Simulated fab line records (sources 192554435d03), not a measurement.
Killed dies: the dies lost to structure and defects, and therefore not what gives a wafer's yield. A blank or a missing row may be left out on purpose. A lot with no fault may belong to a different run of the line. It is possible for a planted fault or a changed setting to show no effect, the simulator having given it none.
Chamber matching -- flow n5Finfet -- 4 sister chambers for N5_BEOL_M2_ETCH_74 on rieDiel-04
The step etches underlayer in N2/H2, target depth 6.5 nm, time 5.2 s. 22 wafers are shown with their chamber, then 11 later ones without.

== EACH WAFER AND ITS CHAMBER ==
wafer,chamber,drypumpMotorCurrentA (A),throttleValvePct (%),oesProductAu (a.u.)
L075.1,3,5.5,17.85,0.68
L075.4,0,6.2,17.30,0.73
L075.5,0,6.3,17.26,0.73
L077.3,1,5.5,18.04,0.62
L077.4,0,6.2,17.30,0.73
L077.6,3,5.5,17.88,0.69
L078.1,0,6.2,17.28,0.73
L078.3,2,5.2,17.55,0.79
L078.5,2,5.1,17.53,0.79
L079.1,0,6.3,17.31,0.73
L079.5,1,5.5,18.03,0.61
L079.6,2,5.2,17.54,0.77
L081.4,2,5.2,17.56,0.77
L081.5,2,5.2,17.56,0.77
L081.6,3,5.5,17.89,0.68
L082.2,2,5.2,17.57,0.78
L082.3,1,5.5,18.05,0.61
L082.6,0,6.2,17.32,0.72
L086.2,0,6.3,17.33,0.70
L086.3,3,5.5,17.89,0.67
L086.5,0,6.3,17.33,0.71
L089.3,1,5.5,18.08,0.61

SIGNATURES (averages over the wafers above)
reading,chamber 0,chamber 1,chamber 2,chamber 3,scatter within a chamber
drypumpMotorCurrentA,6.250,5.500,5.183,5.500,0.0397
throttleValvePct,17.3038,18.0500,17.5517,17.8775,0.0207
oesProductAu,0.7225,0.6125,0.7783,0.6800,0.00974
Rule: a wafer's distance from a chamber is the root of the sum, over the readings, of the square of ((its reading less the chamber's mean) divided by the reading's scatter). If the next closest chamber is less than 2 further off than the closest, the wafer can't be placed; otherwise it belongs to the closest. The scatter: the root of (the sum of the squares of (reading less its chamber's mean) over the shown wafers, divided by (wafers less chambers)).

== WAFERS WITHOUT THEIR CHAMBER ==
wafer,drypumpMotorCurrentA (A),throttleValvePct (%),oesProductAu (a.u.)
L089.5,5.5,18.09,0.61
L089.6,6.3,17.32,0.70
L094.1,5.5,17.95,0.65
L094.2,5.5,18.11,0.59
L094.6,6.2,17.39,0.68
L096.2,5.5,18.12,0.59
L096.4,5.1,17.61,0.74
L096.5,6.3,17.35,0.69
L097.1,5.5,18.11,0.60
L097.2,6.2,17.36,0.68
L097.5,5.2,17.61,0.73

== EACH ONE'S CHAMBER ==
wafer,from the rows above,in truth
L089.5,1,1
L089.6,0,0
L094.1,can't be placed: 3 or 1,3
L094.2,1,1
L094.6,0,0
L096.2,1,1
L096.4,2,2
L096.5,0,0
L097.1,1,1
L097.2,0,0
L097.5,2,2
Correctly placed: 10 of 11. Cannot be placed on the basis of these rows: 1; the candidates contain the true chamber in 1. Wrongly placed: 0.
